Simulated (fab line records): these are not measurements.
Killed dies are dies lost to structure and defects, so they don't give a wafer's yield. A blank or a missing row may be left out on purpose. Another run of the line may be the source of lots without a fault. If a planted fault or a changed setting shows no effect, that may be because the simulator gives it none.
Which tool is to blame? / flow nandHarc / 12 lots, 36 wafers sampled, at 1 step of a route of 1159

## WHAT THE GAUGES SHOWED, per wafer
NHARC_A_CONTACT_CD_MEAS_53.
lot=L074; measured=day 16 10:20; on=cdSem-02; cdNm (nm)=190.3 190.1 189.7
lot=L077; measured=day 16 19:41; on=cdSem-03; cdNm (nm)=188.1 189.2 188.1
lot=L080; measured=day 18 01:16; on=cdSem-03; cdNm (nm)=188.6 188.4 189.2
lot=L083; measured=day 18 07:07; on=cdSem-01; cdNm (nm)=188.6 189.2 188.9
lot=L081; measured=day 18 13:14; on=cdSem-03; cdNm (nm)=189.1 189.1 188.9
lot=L085; measured=day 19 08:51; on=cdSem-03; cdNm (nm)=189.6 189.9 189.1
lot=L087; measured=day 19 12:40; on=cdSem-01; cdNm (nm)=188.7 187.5 188.0
lot=L091; measured=day 20 11:40; on=cdSem-02; cdNm (nm)=189.5 189.5 190.0
lot=L090; measured=day 20 22:19; on=cdSem-02; cdNm (nm)=187.7 188.1 188.0
lot=L092; measured=day 21 03:30; on=cdSem-01; cdNm (nm)=190.2 190.0 189.9
lot=L094; measured=day 21 13:31; on=cdSem-02; cdNm (nm)=188.2 188.9 188.7
lot=L097; measured=day 22 06:44; on=cdSem-01; cdNm (nm)=189.1 188.6 188.7

## WHAT TOOL EACH LOT RAN ON (gives the tool, then ch and the chambers of the sampled wafers, and finally the start)
Record: no process step prior to these readings.

## THE ANSWER, worked out from the rows above alone
Rule: what is usual is taken from the lots themselves. The widest of any qualifying gaps counts: lots, ordered by their means at a reading, are off when they make up no more than a third of the lots, leave a main group of 4 or more, and stand apart from it by 3 or more times the standard deviation of that group's means. A main group whose means are all the same, to the digits that the tables above print for the reading, isn't used. Also off: a lot with no number at a reading for which 4 or more lots have one. All remaining lots with rows at the step are treated as sound.
No lot is off at any reading shown: from this, nothing can be told.

## WHAT THE SIMULATOR PUT IN
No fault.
